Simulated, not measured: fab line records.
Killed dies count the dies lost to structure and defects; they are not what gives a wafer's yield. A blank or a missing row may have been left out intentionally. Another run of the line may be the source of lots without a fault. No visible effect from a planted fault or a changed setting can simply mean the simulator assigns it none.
fab line records    flow n5-finfet
record lots=7  wafers=21
route steps=1938 shown BEOL_M0_CUTY@701 BEOL_M1@768 BEOL_M2@879 BEOL_M3@972 BEOL_M4@1026 BEOL_M5@1130
start-h: hours from the record's opening day to when the first of the lot's shown wafers began    wait-h: hours since the lot's step before    " the same as in the row above    L1.1+2: a single row standing in for several wafers    - value missing, or start not given    * or withheld: withheld    < > ~ a bound
route shown NAME@n: a module of which the file shows steps, and the number in the route of the first    usual: mean/standard deviation of fault-free wafers    same: alike in all rows    chamber/n: place in a boat    sites: readings site by site    _std_site: standard deviation of those values    _edge_site: the outer-site mean with the inner-site mean subtracted    radius-mm: for every site, how far away it sits from the centre of the wafer    mask NAME#n: copy n    behind: the tool/chamber that last shaped the wafer    hold: reason for holding the lot/hours on hold/outcome of the hold    device: transistor that didn't switch, given as n, p or np    end of line: the same wafers' tests at the end of the route    for a step that has no rows: nothing shown but its recipe    killed: at the first sort, the dies lost to defects and structure; wafer yield is something else    map: a wafer's dies, x killed, . not, _ none there
set.NAME: setting as actually run; set.NAME@STEP: the setting as run at that earlier step    model.NAME: the simulator's own value behind a step, which no gauge read
lots where settings were altered on purpose, with a table for each step and a row for each wafer
## steps
# step N5_BEOL_M0_CUTY_COAT_50
# recipe resist=SiARC  temp-c=220  time-s=60  spin-rpm=1500  resist-thk-nm=15
lot.wafer   tool            chamber  start-h  wait-h  set.spin-rpm  model.SiARC_of_BEOL_M0_CUTY_COAT_50.thk-nm
L077.1      litho-track-01  0        128.94   0.0     1398          15.6
L077.2+3    "               0        "        "       1500          15
L079.3+4+6  litho-track-02  0        143.11   0.0     1500          15
L082.2+3+4  litho-track-04  0        163.15   0.0     1500          15
L084.1+4    litho-track-02  0        174.42   0.0     1637          14.4
L084.5      "               0        "        "       1500          15
L085.1+4+5  litho-track-01  0        178.26   0.0     1500          15
L087.2+4    litho-track-04  0        192.97   0.0     1500          15
L087.3      "               0        "        "       1420          15.4
L097.3+5+6  litho-track-04  0        269.45   0.0     1500          15
# step N5_BEOL_M1_ETCH_74
# recipe chemistry=N2/H2  target=underlayer  target-depth-a=65  mask-material=CAR-EUV  time-s=5.2  ion-energy-ev=200  pressure-mtorr=30  source-w=840  bias-w=150  n2-flow-sccm=200  h2-flow-sccm=200  ends=cleared
# usual rf-vpp-V=524.5/2.7
lot.wafer  tool         chamber  start-h  wait-h  set.bias-w  rf-vpp-V
L077.1     rie-diel-03  3        136.94   0.0     139.9       503.9
L077.2     "            2        "        "       150         524.2
L077.3     "            0        "        "       150         527.2
L079.3     rie-diel-03  0        151.92   0.0     150         527.6
L079.4     "            3        "        "       150         524.4
L079.6     "            2        "        "       150         526.6
L082.2     rie-diel-06  3        172.61   0.0     150         521.0
L082.3     "            2        "        "       150         521.8
L082.4     "            0        "        "       150         526.7
L085.1     rie-diel-06  3        186.36   0.0     170.2       563.6
L085.4     "            1        "        "       150         527.8
L085.5     "            1        "        "       170.2       570.3
L084.1     rie-diel-05  1        188.99   0.0     138         499.3
L084.4     "            0        "        "       138         499.6
L084.5     "            3        "        "       150         523.8
L087.2     rie-diel-06  0        200.01   0.0     150         527.5
L087.3     "            2        "        "       161.9       546.0
L087.4     "            3        "        "       161.9       544.8
L097.3     rie-diel-06  1        279.60   0.0     142.1       506.6
L097.5     "            1        "        "       150         526.3
L097.6     "            2        "        "       142.1       503.7
# step N5_BEOL_M2_DESCUM_33
# recipe chemistry=O2  time-s=7  source-power-w=50  bias-power-w=20  pressure-mtorr=20  rf-frequency-hz=2.712e+07  temp-c=40  resist=CAR-EUV  o2-flow-sccm=225
lot.wafer   tool         chamber  start-h  wait-h  set.time-s  model.CAR-EUV_of_BEOL_M2_COAT_22.thk-nm
L077.1      rie-diel-02  2        147.29   0.0     7           26
L077.2      "            1        "        "       5.666       26.8
L077.3      "            0        "        "       5.666       26.6
L079.3+6    rie-diel-01  2,1      159.82   0.1     6.35        26.4
L079.4      "            3        "        "       7           26
L082.2+3+4  rie-diel-02  1,2,0    183.59   0.1     7           26.2
L085.1+4+5  rie-diel-04  0,2,0    197.55   0.0     7           26.2
L084.1      rie-diel-02  1        200.15   0.3     8.502       25.4
L084.4      "            2        "        "       7           26.4
L084.5      "            1        "        "       7           26.2
L087.2      rie-diel-01  3        214.64   0.2     6.596       26.2
L087.3      "            1        "        "       6.596       26.4
L087.4      "            0        "        "       7           26.2
L097.3+5    rie-diel-01  1        294.83   0.0     7           26.2
L097.6      "            2        "        "       7           26
# step N5_BEOL_M2_ETCH_77
# recipe chemistry=N2/H2  target=underlayer  target-depth-a=65  mask-material=CAR-EUV  time-s=5.2  ion-energy-ev=200  pressure-mtorr=30  source-w=840  bias-w=150  n2-flow-sccm=200  h2-flow-sccm=200  ends=cleared
# step N5_BEOL_M2_ETCH_69
# recipe chemistry=CF4  target=SiARC  target-depth-a=156  mask-material=CAR-EUV  time-s=26  ion-energy-ev=80  pressure-mtorr=40  source-w=545  bias-w=36  Ar_flow_sccm=100  cf4-flow-sccm=100  ends=cleared
lot.wafer   tool         chamber  start-h  wait-h  set.time-s@BEOL_M2_DESCUM_33  model.CAR-EUV_of_BEOL_M2_COAT_22.thk-nm
L077.1      rie-diel-02  2        147.34   0.0     7                             11.2
L077.2+3    "            1,0      "        "       5.666                         11.8
L079.3      rie-diel-01  2        159.87   0.0     6.35                          11.6
L079.4      "            3        "        "       7                             11
L079.6      "            1        "        "       6.35                          11.8
L082.2+3+4  rie-diel-02  1,2,0    183.65   0.0     7                             11.2
L085.1+4+5  rie-diel-04  0,2,0    197.60   0.0     7                             11.2
L084.1      rie-diel-02  1        200.20   0.0     8.502                         10.4
L084.4+5    "            2,1      "        "       7                             11.4
L087.2      rie-diel-01  3        214.69   0.0     6.596                         11.2
L087.3      "            1        "        "       6.596                         11.6
L087.4      "            0        "        "       7                             11.2
L097.3+5    rie-diel-01  1        294.88   0.0     7                             11.4
L097.6      "            2        "        "       7                             11
# step N5_BEOL_M2_ETCHBACK_99
# recipe chemistry=CHF3  target=SiO2  target-depth-a=50  time-s=10.4  source-w=215  bias-w=47  Ar_flow_sccm=200  CHF3_flow_sccm=12  ion-energy-ev=100  pressure-mtorr=30
lot.wafer   tool         chamber  start-h  wait-h  set.time-s  set.time-s@BEOL_M2_DESCUM_33  model.CAR-EUV_of_BEOL_M2_COAT_22.thk-nm
L077.1      rie-diel-02  0        150.19   2.7     12.18       7                             10.2
L077.2      "            1        "        "       10.4        5.666                         11
L077.3      "            2        "        "       12.18       5.666                         11
L079.3      rie-diel-01  2        160.14   0.1     10.4        6.35                          10.8
L079.4      "            3        "        "       10.4        7                             10.2
L079.6      "            1        "        "       9.602       6.35                          11
L082.2+4    rie-diel-04  2,1      184.81   0.8     10.4        7                             10.4
L082.3      "            0        "        "       10.4        7                             10.6
L085.1+4+5  rie-diel-01  2,0,2    197.99   0.2     10.4        7                             10.6
L084.1      rie-diel-01  1        201.68   1.2     10.4        8.502                         9.8
L084.4      "            0        "        "       10.4        7                             10.8
L084.5      "            1        "        "       10.4        7                             10.6
L087.2      rie-diel-01  1        217.78   3.0     8.783       6.596                         10.6
L087.3      "            2        "        "       8.783       6.596                         11
L087.4      "            3        "        "       10.4        7                             10.6
L097.3+5    rie-diel-04  1,2      298.78   3.8     10.4        7                             10.6
L097.6      "            1        "        "       10.4        7                             10.4
# step N5_BEOL_M3_ALD_98
# recipe material=SiO2  target-thk-a=25  temp-c=100  ald-precursor-family=BDEAS  ald-co-reactant=O2-plasma  pulse-time-s=1  co-reactant-pulse-time-s=1  purge-time-s=2  co-reactant-purge-time-s=2  ald-cycles=17  pressure-torr=2
lot.wafer   tool        chamber  start-h  wait-h  set.ald-cycles  model.SiO2_of_BEOL_M3_ALD_98.thk-nm
L077.1+2    ald-sin-01  2,1      158.86   0.1     15              2.2
L077.3      "           3        "        "       17              2.6
L079.3+4+6  ald-sin-04  0,1,2    170.03   0.1     18              2.6
L082.2+3    ald-sin-01  1,0      193.59   0.1     17              2.4
L082.4      "           3        "        "       17              2.6
L084.1      ald-sin-01  0        208.81   0.1     18              2.6
L084.4      "           3        "        "       17              2.6
L084.5      "           1        "        "       17              2.4
L085.1      ald-sin-03  0        210.89   0.1     17              2.4
L085.4+5    "           3        "        "       19              2.8
L087.2      ald-sin-04  2        227.77   0.1     17              2.6
L087.3+4    "           3,0      "        "       16              2.4
L097.3      ald-sin-04  3        305.88   0.2     17              2.6
L097.5      "           0        "        "       17              2.4
L097.6      "           1        "        "       19              2.8
# step N5_BEOL_M4_COAT_62
# recipe resist=SiARC  temp-c=220  time-s=60  spin-rpm=1500  resist-thk-nm=12
lot.wafer   tool            chamber  start-h  wait-h  set.spin-rpm  model.SiARC_of_BEOL_M4_COAT_62.thk-nm
L077.1+2    litho-track-03  0        -        -       1567          11.8
L077.3      "               0        "        "       1500          12
L079.3+6    litho-track-01  0        -        -       1500          12
L079.4      "               0        "        "       1557          11.8
L082.2+3+4  litho-track-01  0        -        -       1500          12
L084.1+5    litho-track-03  0        -        -       1500          12
L084.4      "               0        "        "       1573          11.8
L085.1+4    litho-track-03  0        -        -       1452          12.2
L085.5      "               0        "        "       1500          12
L087.2      litho-track-01  0        -        -       1500          12
L087.3+4    "               0        "        "       1410          12.4
L097.3+5+6  litho-track-03  0        -        -       1500          12
# step N5_BEOL_M4_EXPOSE_08
# recipe mask-id=M4  na=0.33  source-shape=dipole  sigma-inner=0.369  sigma-outer=0.767  polarization=unpolarized  dose-mj=41.25
lot.wafer   tool            chamber  start-h  wait-h  mask  set.dose-mj
L077.1+2+3  euv-scanner-02  0        168.86   -       M4#0  41.25
L079.3+6    euv-scanner-02  0        179.75   -       M4#0  38.24
L079.4      "               0        "        "       M4#0  41.25
L082.2+3+4  euv-scanner-02  0        205.99   -       M4#0  41.25
L084.1+5    euv-scanner-01  0        217.59   -       M4#0  42.29
L084.4      "               0        "        "       M4#0  41.25
L085.1+5    euv-scanner-02  0        218.80   -       M4#0  41.25
L085.4      "               0        "        "       M4#0  38.49
L087.2+3    euv-scanner-01  0        250.25   -       M4#0  40.46
L087.4      "               0        "        "       M4#0  41.25
L097.3+6    euv-scanner-01  0        313.10   -       M4#0  41.25
L097.5      "               0        "        "       M4#0  43.76
# step N5_BEOL_M4_PEB_09
# recipe peb-temp-c=100  peb-time-s=60  resist=CAR-EUV
# step N5_BEOL_M4_DEVELOP_10
# recipe develop-time-s=30  developer=TMAH  resist=CAR-EUV  rinse-liquid=surfactant-rinse  dry=air-spin  dev-temp-c=23
# step N5_BEOL_M4_CD_MEAS_11
# recipe target-cd-nm=16.79  landing-energy-ev=500  detector=se-inlens  polarity=opening
# usual cd-nm=16.78/0.28
lot.wafer  tool       chamber  start-h  wait-h  set.dose-mj@BEOL_M4_EXPOSE_08  cd-nm
L077.1     cd-sem-03  0        168.99   -       41.25                          16.51
L077.2     "          0        "        "       41.25                          16.77
L077.3     "          0        "        "       41.25                          16.05
L079.3     cd-sem-01  0        179.87   -       38.24                          15.19
L079.4     "          0        "        "       41.25                          16.54
L079.6     "          0        "        "       38.24                          15.45
L082.2     cd-sem-03  0        206.12   -       41.25                          16.67
L082.3     "          0        "        "       41.25                          16.87
L082.4     "          0        "        "       41.25                          16.51
L084.1     cd-sem-01  0        217.72   -       42.29                          17.83
L084.4     "          0        "        "       41.25                          16.99
L084.5     "          0        "        "       42.29                          17.44
L085.1     cd-sem-02  0        218.93   -       41.25                          16.90
L085.4     "          0        "        "       38.49                          15.05
L085.5     "          0        "        "       41.25                          17.11
L087.2     cd-sem-02  0        250.37   -       40.46                          16.73
L087.3     "          0        "        "       40.46                          16.73
L087.4     "          0        "        "       41.25                          16.85
L097.3     cd-sem-03  0        313.22   -       41.25                          16.92
L097.5     "          0        "        "       43.76                          17.80
L097.6     "          0        "        "       41.25                          17.06
# step N5_BEOL_M4_DESCUM_16
# recipe chemistry=O2  time-s=7  source-power-w=50  bias-power-w=20  pressure-mtorr=20  rf-frequency-hz=2.712e+07  temp-c=40  resist=CAR-EUV  o2-flow-sccm=225
# step N5_BEOL_M4_ETCH_74
# recipe chemistry=N2/H2  target=underlayer  target-depth-a=65  mask-material=CAR-EUV  time-s=5.2  ion-energy-ev=200  pressure-mtorr=30  source-w=840  bias-w=150  n2-flow-sccm=200  h2-flow-sccm=200  ends=cleared
lot.wafer  tool         chamber  start-h  wait-h  set.dose-mj@BEOL_M4_EXPOSE_08  model.BEOL_M4.cd-offset-nm
L077.1     rie-diel-02  2        169.43   0.0     41.25                          -0.4
L077.2+3   "            3,0      "        "       41.25                          0
L079.3     rie-diel-01  1        180.02   0.0     38.24                          -1.2
L079.4     "            2        "        "       41.25                          0
L079.6     "            2        "        "       38.24                          -1.4
L082.2+4   rie-diel-01  2,1      206.38   0.0     41.25                          0
L082.3     "            0        "        "       41.25                          -0.4
L084.1     rie-diel-04  0        218.99   0.0     42.29                          0.6
L084.4     "            3        "        "       41.25                          0.2
L084.5     "            1        "        "       42.29                          1
L085.1     rie-diel-01  0        219.21   0.0     41.25                          -0.4
L085.4     "            3        "        "       38.49                          -1.6
L085.5     "            1        "        "       41.25                          0
L087.2     rie-diel-01  0        250.53   0.0     40.46                          -0.8
L087.3     "            3        "        "       40.46                          -0.4
L087.4     "            1        "        "       41.25                          0.2
L097.3     rie-diel-02  0        313.37   0.0     41.25                          0.2
L097.5     "            2        "        "       43.76                          1
L097.6     "            3        "        "       41.25                          -0.4
# step N5_BEOL_M4_ETCH_63
# recipe chemistry=CF4  target=SiARC  target-depth-a=156  mask-material=CAR-EUV  time-s=26  ion-energy-ev=80  pressure-mtorr=40  source-w=545  bias-w=36  Ar_flow_sccm=100  cf4-flow-sccm=100  ends=cleared
lot.wafer  tool         chamber  start-h  wait-h  set.spin-rpm@BEOL_M4_COAT_62  model.etch.depth-nm
L077.1+2   rie-diel-02  2,3      169.44   0.0     1567                          11.74
L077.3     "            0        "        "       1500                          11.99
L079.3     rie-diel-01  1        180.04   0.0     1500                          12.01
L079.4     "            2        "        "       1557                          11.76
L079.6     "            2        "        "       1500                          12.02
L082.2     rie-diel-01  2        206.39   0.0     1500                          11.98
L082.3     "            0        "        "       1500                          12.03
L082.4     "            1        "        "       1500                          12.02
L084.1     rie-diel-04  0        219.01   0.0     1500                          12.04
L084.4     "            3        "        "       1573                          11.75
L084.5     "            1        "        "       1500                          12.02
L085.1     rie-diel-01  0        219.23   0.0     1452                          12.18
L085.4     "            3        "        "       1452                          12.2
L085.5     "            1        "        "       1500                          12.01
L087.2     rie-diel-01  0        250.54   0.0     1500                          12.03
L087.3     "            3        "        "       1410                          12.39
L087.4     "            1        "        "       1410                          12.42
L097.3     rie-diel-02  0        313.39   0.0     1500                          11.99
L097.5     "            2        "        "       1500                          11.96
L097.6     "            3        "        "       1500                          11.94
# step N5_BEOL_M4_ETCH_64
# recipe chemistry=N2/H2  target=SOC  target-depth-a=750  overetch-a=225  mask-material=SiARC  temp-c=40  time-s=121.9  ion-energy-ev=200  pressure-mtorr=30  source-w=840  bias-w=150  n2-flow-sccm=200  h2-flow-sccm=200
lot.wafer  tool         chamber  start-h  wait-h  set.dose-mj@BEOL_M4_EXPOSE_08  model.BEOL_M4.cd-offset-nm
L077.1+2   rie-diel-02  2,3      169.47   0.0     41.25                          -0.2
L077.3     "            0        "        "       41.25                          0
L079.3     rie-diel-01  1        180.07   0.0     38.24                          -1.2
L079.4     "            2        "        "       41.25                          -0.4
L079.6     "            2        "        "       38.24                          -1.6
L082.2+4   rie-diel-01  2,1      206.42   0.0     41.25                          0
L082.3     "            0        "        "       41.25                          -0.2
L084.1     rie-diel-04  0        219.04   0.0     42.29                          0.8
L084.4     "            3        "        "       41.25                          0.4
L084.5     "            1        "        "       42.29                          1.2
L085.1     rie-diel-01  0        219.26   0.0     41.25                          -0.2
L085.4     "            3        "        "       38.49                          -1.6
L085.5     "            1        "        "       41.25                          0
L087.2     rie-diel-01  0        250.57   0.0     40.46                          -0.8
L087.3     "            3        "        "       40.46                          -0.4
L087.4     "            1        "        "       41.25                          0.4
L097.3     rie-diel-02  0        313.42   0.0     41.25                          0
L097.5     "            2        "        "       43.76                          0.8
L097.6     "            3        "        "       41.25                          -0.6
# step N5_BEOL_M4_STRIP_65
# recipe chemistry=N2/H2  temp-c=40  n2-flow-sccm=200  h2-flow-sccm=200  rf-frequency-hz=6e+07
# step N5_BEOL_M4_STRIP_75
# recipe chemistry=N2/H2  temp-c=40  n2-flow-sccm=200  h2-flow-sccm=200  rf-frequency-hz=6e+07
# step N5_BEOL_M4_HM_OPEN_17
# recipe chemistry=Cl2/BCl3  target-depth-a=200  overetch-a=60  target=TiN  mask-material=SOC  ion-energy-ev=150  pressure-mtorr=10  icp-w=1000  bias-w=126  Cl2_flow_sccm=53.25  bcl3-flow-sccm=21.75  Ar_flow_sccm=25
# step N5_BEOL_M4_STRIP_19
# recipe chemistry=O2  power-w=400  temp-c=40  pressure-mtorr=30  rf-frequency-hz=6e+07  bias-power-w=0  overash-fraction=0.2  o2-flow-sccm=225
# step N5_BEOL_M4_CD_MEAS_18
# recipe pitch-nm=36  target-cd-nm=18
# usual cd-nm=18.0/0.43
lot.wafer  tool       chamber  start-h  wait-h  set.dose-mj@BEOL_M4_EXPOSE_08  cd-nm
L077.1     cd-sem-03  -        169.82   0.0     41.25                          17.8
L077.2     "          -        "        "       41.25                          17.6
L077.3     "          -        "        "       41.25                          18.0
L079.3     cd-sem-01  -        180.46   0.1     38.24                          16.8
L079.4     "          -        "        "       41.25                          17.9
L079.6     "          -        "        "       38.24                          16.3
L082.2     cd-sem-01  -        206.80   0.1     41.25                          17.9
L082.3     "          -        "        "       41.25                          17.9
L082.4     "          -        "        "       41.25                          18.1
L084.1     cd-sem-02  -        219.47   0.0     42.29                          18.7
L084.4     "          -        "        "       41.25                          18.3
L084.5     "          -        "        "       42.29                          19.3
L085.1     cd-sem-01  -        219.62   0.0     41.25                          18.0
L085.4     "          -        "        "       38.49                          16.6
L085.5     "          -        "        "       41.25                          17.9
L087.2     cd-sem-01  -        250.93   0.1     40.46                          17.4
L087.3     "          -        "        "       40.46                          17.5
L087.4     "          -        "        "       41.25                          18.3
L097.3     cd-sem-03  -        313.83   0.1     41.25                          18.1
L097.5     "          -        "        "       43.76                          18.9
L097.6     "          -        "        "       41.25                          17.3
# step N5_BEOL_M5_ETCH_72
# recipe chemistry=N2/H2  target=underlayer  target-depth-a=65  mask-material=CAR-EUV  time-s=5.2  ion-energy-ev=200  pressure-mtorr=30  source-w=840  bias-w=150  n2-flow-sccm=200  h2-flow-sccm=200  ends=cleared
# usual rf-vpp-V=524.7/2.4
lot.wafer  tool         chamber  start-h  wait-h  set.bias-w  rf-vpp-V
L077.1     rie-diel-03  2        180.58   0.0     150         521.5
L077.2     "            0        "        "       150         529.4
L077.3     "            1        "        "       150         525.6
L079.3     rie-diel-05  3        192.37   0.0     150         524.4
L079.4     "            1        "        "       172.3       573.0
L079.6     "            1        "        "       172.3       574.7
L082.2     rie-diel-05  1        221.22   0.0     150         523.6
L082.3     "            3        "        "       150         522.0
L082.4     "            2        "        "       150         523.3
L084.1     rie-diel-06  2        230.53   0.0     150         522.2
L084.4     "            1        "        "       150         525.6
L084.5     "            2        "        "       150         520.5
L085.1     rie-diel-06  0        236.45   0.0     132.5       485.3
L085.4     "            1        "        "       150         526.7
L085.5     "            3        "        "       150         519.1
L087.2     rie-diel-03  1        259.50   0.0     162         552.5
L087.3     "            0        "        "       162         552.0
L087.4     "            1        "        "       150         524.9
L097.3     rie-diel-05  2        324.14   0.0     176.8       583.5
L097.5     "            1        "        "       150         525.6
L097.6     "            2        "        "       150         524.6
# step N5_BEOL_M5_COAT_22
# recipe resist=CAR-EUV  spin-rpm=1500  resist-thk-nm=30
lot.wafer   tool            chamber  start-h  wait-h  set.spin-rpm  model.CAR-EUV_of_BEOL_M5_COAT_22.thk-nm
L077.1+2+3  litho-track-02  0        -        -       1500          30.2
L079.3+4+6  litho-track-01  0        -        -       1500          30
L082.2+4    litho-track-01  0        -        -       1500          30
L082.3      "               0        "        "       1500          29.8
L084.1+4    litho-track-04  0        -        -       1500          29.8
L084.5      "               0        "        "       1645          28.6
L085.1      litho-track-04  0        -        -       1500          30
L085.4      "               0        "        "       1371          31.2
L085.5      "               0        "        "       1371          31.4
L087.2+3    litho-track-04  0        -        -       1500          30
L087.4      "               0        "        "       1500          29.8
L097.3      litho-track-02  0        -        -       1500          29.8
L097.5      "               0        "        "       1500          30
L097.6      "               0        "        "       1568          29.2
# step N5_BEOL_M5_EBR_24
# recipe solvent=PGMEA  ebr-width-mm=1.5
# step N5_BEOL_M5_SOFTBAKE_23
# recipe temp-c=110  time-s=60  resist=CAR-EUV
# step N5_BEOL_M5_DESCUM_33
# recipe chemistry=O2  time-s=7  source-power-w=50  bias-power-w=20  pressure-mtorr=20  rf-frequency-hz=2.712e+07  temp-c=40  resist=CAR-EUV  o2-flow-sccm=225
# step N5_BEOL_M5_ETCH_75
# recipe chemistry=N2/H2  target=underlayer  target-depth-a=65  mask-material=CAR-EUV  time-s=5.2  ion-energy-ev=200  pressure-mtorr=30  source-w=840  bias-w=150  n2-flow-sccm=200  h2-flow-sccm=200  ends=cleared
lot.wafer   tool         chamber  start-h  wait-h  set.spin-rpm@BEOL_M5_COAT_22  model.CAR-EUV_of_BEOL_M5_COAT_22.thk-nm
L077.1+2+3  rie-diel-03  2,1,3    181.70   0.0     1500                          20.4
L079.3+4+6  rie-diel-06  3,0,0    193.49   0.0     1500                          20.4
L082.2+3+4  rie-diel-05  1,2,3    225.54   0.0     1500                          20.2
L084.1+4    rie-diel-05  2,0      235.81   0.0     1500                          20.2
L084.5      "            0        "        "       1645                          18.8
L085.1      rie-diel-06  1        237.44   0.0     1500                          20.2
L085.4      "            3        "        "       1371                          21.6
L085.5      "            0        "        "       1371                          21.8
L087.2+3+4  rie-diel-05  1,0,3    260.62   0.0     1500                          20.2
L097.3      rie-diel-03  0        328.21   0.0     1500                          20.4
L097.5      "            1        "        "       1500                          20.2
L097.6      "            0        "        "       1568                          19.8
## key
split step=N5_BEOL_M0_CUTY_COAT_50  setting=spin-rpm  stated=1500  by=wafer
response step=N5_BEOL_M0_CUTY_COAT_50  reading=model.SiARC_of_BEOL_M0_CUTY_COAT_50.thk-nm  change=-0.074  per=1%  r=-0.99
split step=N5_BEOL_M1_ETCH_74  setting=bias-w  stated=150  by=wafer
response step=N5_BEOL_M1_ETCH_74  reading=rf-vpp-V  change=+2.95  per=1%  r=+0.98
split step=N5_BEOL_M2_DESCUM_33  setting=time-s  stated=7  by=wafer
response step=N5_BEOL_M2_DESCUM_33  reading=model.CAR-EUV_of_BEOL_M2_COAT_22.thk-nm  change=-0.0392  per=1%  r=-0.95
response step=N5_BEOL_M2_ETCH_69  reading=model.CAR-EUV_of_BEOL_M2_COAT_22.thk-nm  change=-0.043  per=1%  r=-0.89
response step=N5_BEOL_M2_ETCHBACK_99  reading=model.CAR-EUV_of_BEOL_M2_COAT_22.thk-nm  change=-0.0448  per=1%  r=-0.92
split step=N5_BEOL_M2_ETCHBACK_99  setting=time-s  stated=10.4  by=wafer
response none clear
split step=N5_BEOL_M3_ALD_98  setting=ald-cycles  stated=17  by=wafer
response step=N5_BEOL_M3_ALD_98  reading=model.SiO2_of_BEOL_M3_ALD_98.thk-nm  change=+0.0304  per=1%  r=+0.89
split step=N5_BEOL_M4_COAT_62  setting=spin-rpm  stated=1500  by=wafer
response step=N5_BEOL_M4_COAT_62  reading=model.SiARC_of_BEOL_M4_COAT_62.thk-nm  change=-0.0543  per=1%  r=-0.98
response step=N5_BEOL_M4_ETCH_63  reading=model.etch.depth-nm  change=-0.06  per=1%  r=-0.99
split step=N5_BEOL_M4_EXPOSE_08  setting=dose-mj  stated=41.25  by=wafer
response step=N5_BEOL_M4_CD_MEAS_11  reading=cd-nm  change=+0.198  per=1%  r=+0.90
response step=N5_BEOL_M4_ETCH_74  reading=model.BEOL_M4.cd-offset-nm  change=+0.197  per=1%  r=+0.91
response step=N5_BEOL_M4_ETCH_64  reading=model.BEOL_M4.cd-offset-nm  change=+0.189  per=1%  r=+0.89
response step=N5_BEOL_M4_CD_MEAS_18  reading=cd-nm  change=+0.206  per=1%  r=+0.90
split step=N5_BEOL_M5_ETCH_72  setting=bias-w  stated=150  by=wafer
response step=N5_BEOL_M5_ETCH_72  reading=rf-vpp-V  change=+3.29  per=1%  r=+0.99
split step=N5_BEOL_M5_COAT_22  setting=spin-rpm  stated=1500  by=wafer
response step=N5_BEOL_M5_COAT_22  reading=model.CAR-EUV_of_BEOL_M5_COAT_22.thk-nm  change=-0.138  per=1%  r=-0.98
response step=N5_BEOL_M5_ETCH_75  reading=model.CAR-EUV_of_BEOL_M5_COAT_22.thk-nm  change=-0.153  per=1%  r=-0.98
